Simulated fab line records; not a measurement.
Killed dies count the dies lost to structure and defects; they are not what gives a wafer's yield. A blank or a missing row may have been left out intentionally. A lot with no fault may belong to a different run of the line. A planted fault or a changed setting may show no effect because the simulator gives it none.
Which tool was responsible? | flow nand_harc | 39 wafers from 13 lots sampled at 5 of the route's 1302 steps

== WHAT THE GAUGES SHOWED, per wafer ==
NHARC_P_M2_CD_MEAS_16.
lot  | measured     | on        | cd_nm (nm)
L385 | day 7 06:02  | cd_sem-01 | 169.5 169.8 171.5
L390 | day 9 10:36  | cd_sem-03 | 170.5 169.6 170.6
L395 | day 11 17:19 | cd_sem-02 | 170.2 171.6 169.7
L396 | day 11 22:27 | cd_sem-02 | 170.2 171.4 170.0
L397 | day 12 14:16 | cd_sem-02 | 170.3 169.6 169.3
L398 | day 12 14:53 | cd_sem-01 | 170.0 170.8 170.9
L399 | day 13 04:54 | cd_sem-01 | 170.1 170.5 171.6
L401 | day 13 17:38 | cd_sem-02 | 170.2 169.2 170.2
L400 | day 13 18:17 | cd_sem-03 | 170.9 170.4 168.6
L402 | day 14 10:05 | cd_sem-03 | 169.3 170.2 170.2
L404 | day 15 07:40 | cd_sem-02 | 170.9 171.3 172.6
L405 | day 15 22:34 | cd_sem-02 | 169.7 171.2 171.1
L406 | day 16 06:46 | cd_sem-01 | 169.7 170.4 169.5

NHARC_P_M2_THK_MEAS_24: measures by xrf.
lot  | measured     | on            | thk_nm (nm)
L385 | day 7 08:13  | film_metro-02 | 143.5 145.4 143.9
L390 | day 9 12:43  | film_metro-01 | 143.0 141.9 144.2
L395 | day 11 19:26 | film_metro-02 | 141.6 143.5 143.0
L396 | day 12 00:33 | film_metro-01 | 144.5 144.9 143.5
L397 | day 12 16:22 | film_metro-01 | 143.7 142.4 141.5
L398 | day 12 16:59 | film_metro-02 | 145.8 145.6 145.1
L399 | day 13 07:01 | film_metro-02 | 147.0 146.2 144.6
L401 | day 13 19:47 | film_metro-01 | 141.9 144.1 143.9
L400 | day 13 20:25 | film_metro-02 | 146.3 145.6 140.9
L402 | day 14 12:16 | film_metro-01 | 143.8 144.0 145.2
L404 | day 15 09:46 | film_metro-02 | 142.8 143.8 145.0
L405 | day 16 00:44 | film_metro-02 | 143.0 145.4 144.0
L406 | day 16 08:58 | film_metro-01 | 145.6 146.8 145.3

NHARC_END_SORT_01.
lot  | measured     | on        | defect_limited_yield (%) | killed_at_array | killed_at_other | killed_at_periphery | killed_dies | killed_open | killed_short
L385 | day 25 06:08 | prober-02 | 90 87 87                 | 67 77 83        | 0 2 2           | 1 6 6               | 68 85 91    | 3 3 6       | 1 4 2
L390 | day 28 07:36 | prober-01 | 89 91 90                 | 75 55 69        | 2 0 1           | 0 3 1               | 77 58 71    | 1 2 3       | 3 1 3
L398 | day 31 11:20 | prober-01 | 91 90 91                 | 61 66 57        | 1 0 0           | 1 2 4               | 63 68 61    | 5 6 3       | 3 4 1

== WHICH TOOL RAN EACH LOT (tool, then ch and the chambers of the sampled wafers, then the start) ==
lot  | NHARC_P_BONDPAD_DEP_00                     | NHARC_P_BONDPAD_SOFTBAKE_04
L385 | pecvd-01 ch 0,2, day 7 09:00 or earlier    | litho_track-07 ch 0, day 7 09:00
L390 | pecvd-03 ch 0,2, day 9 13:29               | litho_track-07 ch 0, day 9 14:00
L395 | pecvd-04 ch 0,1,2, day 11 20:19            | litho_track-02 ch 0, day 11 21:00
L396 | pecvd-01 ch 0,1, day 12 01:19              | litho_track-05 ch 0, day 12 02:00
L397 | pecvd-03 ch 1,2, day 12 17:00 or earlier   | litho_track-02 ch 0, day 12 17:00
L398 | pecvd-03 ch 0,1,2, day 12 17:53            | litho_track-02 ch 0, day 12 18:00
L399 | pecvd-01 ch 0,2, day 13 08:00 or earlier   | litho_track-02 ch 0, day 13 08:00
L401 | pecvd-04 ch 0,1,2, day 13 21:00 or earlier | litho_track-02 ch 0, day 13 21:00
L400 | pecvd-01 ch 0,2, day 13 21:08              | litho_track-07 ch 0, day 13 21:00
L402 | pecvd-03 ch 1,2, day 14 13:02              | litho_track-05 ch 0, day 14 13:00
L404 | pecvd-01 ch 1,2, day 15 10:35              | litho_track-07 ch 0, day 15 11:00
L405 | pecvd-03 ch 0,1,2, day 16 01:28            | litho_track-02 ch 0, day 16 02:00
L406 | pecvd-01 ch 0,2, day 16 09:44              | litho_track-02 ch 0, day 16 10:00
- NHARC_P_BONDPAD_DEP_00: deposits SiCN, target thk 250 nm.
- NHARC_P_BONDPAD_SOFTBAKE_04: time 70 s.

== WHAT THE TOOLS THEMSELVES READ (means of the sampled wafers that have a number; where no wafer has one, the mark that the record gives instead) ==
NHARC_P_BONDPAD_DEP_00.
lot  | tool     | chamber_pressure_Torr (Torr) | heater_power_w (W) | rf_fwd_power_W (W) | showerhead_vpp_V (V)
L385 | pecvd-01 | 2.999                        | 621                | 448.1              | 1319
L390 | pecvd-03 | 2.999                        | 607                | 451.3              | 1342
L395 | pecvd-04 | 2.997                        | 488                | 449.3              | 1281
L396 | pecvd-01 | 3.008                        | 621                | 448.4              | 1291
L397 | pecvd-03 | 2.999                        | 573                | 449.9              | 1345
L398 | pecvd-03 | 3.006                        | 602                | 449.6              | 1350
L399 | pecvd-01 | 3.008                        | 628                | 449.5              | 1315
L401 | pecvd-04 | 3.000                        | 534                | 449.3              | 1285
L400 | pecvd-01 | 2.999                        | 564                | 449.7              | 1302
L402 | pecvd-03 | 3.014                        | 575                | 449.4              | 1353
L404 | pecvd-01 | 3.004                        | 570                | 450.2              | 1384
L405 | pecvd-03 | 3.006                        | 607                | 449.1              | 1351
L406 | pecvd-01 | 2.997                        | 591                | 448.7              | 1297

NHARC_P_BONDPAD_SOFTBAKE_04.
lot  | tool           | heater_power_total_W (W)
L385 | litho_track-07 | 201.1
L390 | litho_track-07 | 212.9
L395 | litho_track-02 | 200.6
L396 | litho_track-05 | 201.7
L397 | litho_track-02 | 200.8
L398 | litho_track-02 | 201.3
L399 | litho_track-02 | 202.2
L401 | litho_track-02 | 200.9
L400 | litho_track-07 | 200.5
L402 | litho_track-05 | 201.6
L404 | litho_track-07 | 200.8
L405 | litho_track-02 | 202.1
L406 | litho_track-02 | 200.7

== THE ANSWER, worked out from the rows above alone ==
Rule: what is usual is taken from the lots themselves. The widest of any qualifying gaps counts: lots, ordered by their means at a reading, are off when they make up no more than a third of the lots, leave a main group of 4 or more, and stand apart from it by 3 or more times the standard deviation of that group's means. The tables above print the reading to a certain number of digits; a main group whose means all agree to those digits is not used. Also off: a lot with no number at a reading for which 4 or more lots have one. Where the step has rows for the other lots, those lots are counted as sound. First the gauges in route order, then the tools' own readings, where a lot's mean is used as printed above. At the first step where some lot is off, the reading lying furthest off is the one used; lots without a number count as furthest.
Off at NHARC_P_BONDPAD_SOFTBAKE_04 (heater_power_total_W): L390. Mean 201.2 W and standard deviation 0.56 in the main group.
A tool fits if, at that step or a process step before it, it ran every lot that is off, and no sound lot after the first of them. With no start given for some of its lots, NHARC_P_BONDPAD_DEP_00 uses the hours and lot order of NHARC_P_BONDPAD_SOFTBAKE_04. Of those tried, none fits.

== WHAT THE SIMULATOR HAD INSERTED ==
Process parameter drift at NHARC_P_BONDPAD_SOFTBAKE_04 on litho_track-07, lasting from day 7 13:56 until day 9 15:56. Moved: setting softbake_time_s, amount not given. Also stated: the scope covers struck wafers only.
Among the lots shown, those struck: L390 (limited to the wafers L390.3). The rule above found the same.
